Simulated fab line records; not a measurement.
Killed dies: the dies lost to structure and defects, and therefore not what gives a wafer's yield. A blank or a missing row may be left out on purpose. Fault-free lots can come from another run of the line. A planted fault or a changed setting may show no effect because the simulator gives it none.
Lot-split experiment -- flow n5Finfet -- 21 wafers read from 7 lots, route of 1938 steps

THE SPLIT
At N5_BEOL_M13_ETCH_68 (etches SOC in N2/H2, time 355 s), the setting timeS was moved away from the recipe's 355 s on 9 of the 21 wafers read, by -16.4% to +16.3%. All remaining wafers had this setting at the recipe value.

The split's own step is where the reading is taken.

THE READING
SiARC_of_BEOL_M13_COAT_66.thkNm (the simulator's own value, which no gauge read), in nm, at N5_BEOL_M13_ETCH_68 (etches SOC in N2/H2, time 355 s). No usual value for it is given in the file. The 12 wafers here that ran the recipe average 77.3 nm, standard deviation 0.62 nm.

wafer,"tool, chamber at the split","timeS as run, s",against the recipe,"SiARC_of_BEOL_M13_COAT_66.thkNm, nm",against lot-mates on the recipe
L075.2,"rieDiel-02, 1",296.9,-16.4%,82.4,+4.8
L075.3,"rieDiel-02, 2",355,recipe,77.6,-
L075.6,"rieDiel-02, 2",296.9,-16.4%,82.8,+5.2
L076.3,"rieDiel-06, 1",355,recipe,77.4,-
L076.4,"rieDiel-06, 2",355,recipe,77.6,-
L076.5,"rieDiel-06, 3",297.1,-16.3%,82.8,+5.3
L080.2,"rieDiel-02, 1",375.5,+5.8%,74.2,-2.8
L080.5,"rieDiel-02, 2",355,recipe,77.8,-
L080.6,"rieDiel-02, 1",355,recipe,76.2,-
L081.2,"rieDiel-02, 2",412.9,+16.3%,72.6,-4.8
L081.5,"rieDiel-02, 2",355,recipe,78,-
L081.6,"rieDiel-02, 1",355,recipe,76.8,-
L084.3,"rieDiel-02, 1",355,recipe,76.2,-
L084.5,"rieDiel-02, 0",355,recipe,77.4,-
L084.6,"rieDiel-02, 1",355,recipe,76.6,-
L085.2,"rieDiel-06, 2",326.5,-8.0%,80.8,+2.8
L085.3,"rieDiel-06, 0",326.5,-8.0%,81.2,+3.2
L085.5,"rieDiel-06, 3",355,recipe,78,-
L093.1,"rieDiel-04, 1",355,recipe,77.6,-
L093.3,"rieDiel-04, 0",379.6,+6.9%,74,-3.6
L093.5,"rieDiel-04, 2",379.6,+6.9%,75.6,-2.0

THE FIT
A straight line over all 21 wafers: SiARC_of_BEOL_M13_COAT_66.thkNm changes by -0.34 nm for each +1% of timeS; r = -0.97; the points scatter about the line by 0.73 nm.
The same after taking each lot's own level away (the mean of its wafers on the recipe; 21 wafers): -0.327 nm for each +1%; r = -0.98; scatter 0.58 nm.
Per that fit: largest timeS move, reading shift of 5.4 nm.
Measured against the standard deviation above, the lots' own levels, which go from 76.73 to 78.00 nm, span 2.0 times it.
Consequently the slope shifts little with the lot-to-lot level, the two slopes agreeing.
Check: with one of the wafers moved furthest among these (-16.4%) left out of the fit, the line predicts +5.42 nm for it against its lot-mates. It came out at +4.8 nm against them.

ADDITIONAL SPLITS CARRIED BY THESE WAFERS
Other splits were also applied to these wafers ahead of the reading. Each is held against what the fit with the lots' levels taken away leaves over:
other split on the same wafers,wafers away from the commonest value,r with SiARC_of_BEOL_M13_COAT_66.thkNm (lot level and that fit taken away)
N5_BEOL_M8_EXPOSE_25 doseMj,3,-0.03
N5_BEOL_M8_ETCH_65 sourceW,7,-0.14
N5_BEOL_M9_TRENCH_ETCH_37 biasW,7,+0.32
N5_BEOL_M9_CMP_52 downForcePsi,4,+0.22
N5_BEOL_M10_PECVD_70 tempC,6,-0.05
N5_BEOL_M11_EXPOSE_25 doseMj,8,-0.46
N5_BEOL_M11_PEB_26 pebTimeS,10,-0.09
N5_BEOL_M11_TRENCH_ETCH_37 biasW,8,+0.38

THE FILE'S OWN FIT
SiARC_of_BEOL_M13_COAT_66.thkNm changes by -0.324 nm for each +1% of timeS, r = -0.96.
